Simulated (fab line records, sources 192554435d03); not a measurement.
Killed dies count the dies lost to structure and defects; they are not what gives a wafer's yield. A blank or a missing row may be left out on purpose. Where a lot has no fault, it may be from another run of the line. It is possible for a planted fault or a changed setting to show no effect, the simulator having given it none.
Code-filled problem report in 8D (eight disciplines) form | flow n5-finfet | the parts of the form that need people (team, actions taken, sign-off) are left out

1. PROBLEM STATEMENT
spin-speed-rpm at N5_BEOL_M1_COAT_22 reads a mean of 1834.6 rpm on 6 wafers of 2 lots; wafers without a fault read 1499.9 rpm with a standard deviation of 0.89. So: +99 or more standard deviations from the usual mean.
The step: resist thk 30 nm.
First seen on wafer L192.2, day 10 03:18, on litho-track-01. At this step, 12 wafers from 4 lots have a number in the record. The rule behind "out" and "out of limits": a value lying over 4 standard deviations away from the usual mean. The other wafers with a number count as sound.

2. WHAT IT IS, AND WHAT IT ISN'T
question                    | is                     | is not
which readings at this step | spin-speed-rpm         | resist-line-temp-C
which lots                  | L192, L194             | L176, L195
which wafers of those lots  | all that have a number | -
read on which tools         | litho-track-01         | litho-track-04
when                        | from day 10 03:18      | up to then (3 sound wafers); but 3 sound wafers of L195 came after

3. SUSPECTS, AND WHAT RULES EACH OUT
Counting: any tool at a process step up to the reading is kept as a suspect provided that every lot that is out went through it and no sound lot did after the first of them.
- litho-track-01 at N5_BEOL_M1_COAT_22 (resist thk 30 nm): kept. It processed each lot that is out, first L192 at day 10 03:18, and no sound lot thereafter; up to then, the last sound lot it processed was L176 at day 6 03:42. On those wafers its own readings are out: spin-speed-rpm.
After counting, what remains is litho-track-01 at N5_BEOL_M1_COAT_22.

4. THE CAUSE (what the simulator had put in)
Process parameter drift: litho-track-01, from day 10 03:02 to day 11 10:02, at N5_BEOL_M1_COAT_22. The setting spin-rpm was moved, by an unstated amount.
This tool alone remained once counting was done.

5. THE CHAIN OF EFFECTS, in route order
Each row: a reading whose mean over the struck wafers that have a number lies more than 3 standard deviations from the usual. Only readings for which the record gives a usual standard deviation are gone through. hours: the time from each lot's start at the first step in this table that gives one to its start at this step, as a median over the lots. sigmas: the change in usual standard deviations.
hours | step               | reading        | usual      | on struck wafers | change | sigmas
0     | N5_BEOL_M1_COAT_22 | spin-speed-rpm | 1499.9 rpm | 1834.6           | +334.7 | +99 or more
Here are the process steps it includes:
- N5_BEOL_M1_COAT_22: resist thk 30 nm.
Later steps that measure or inspect, where all struck wafers having a row at the step show a number for every such reading and not one has moved that far: N5_BEOL_M4_RC_MEAS_101.

6. WHAT WOULD HAVE CAUGHT IT SOONER
The fault began at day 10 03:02; the first out-of-limits reading in this record came at day 10 03:18, 0 hours later.
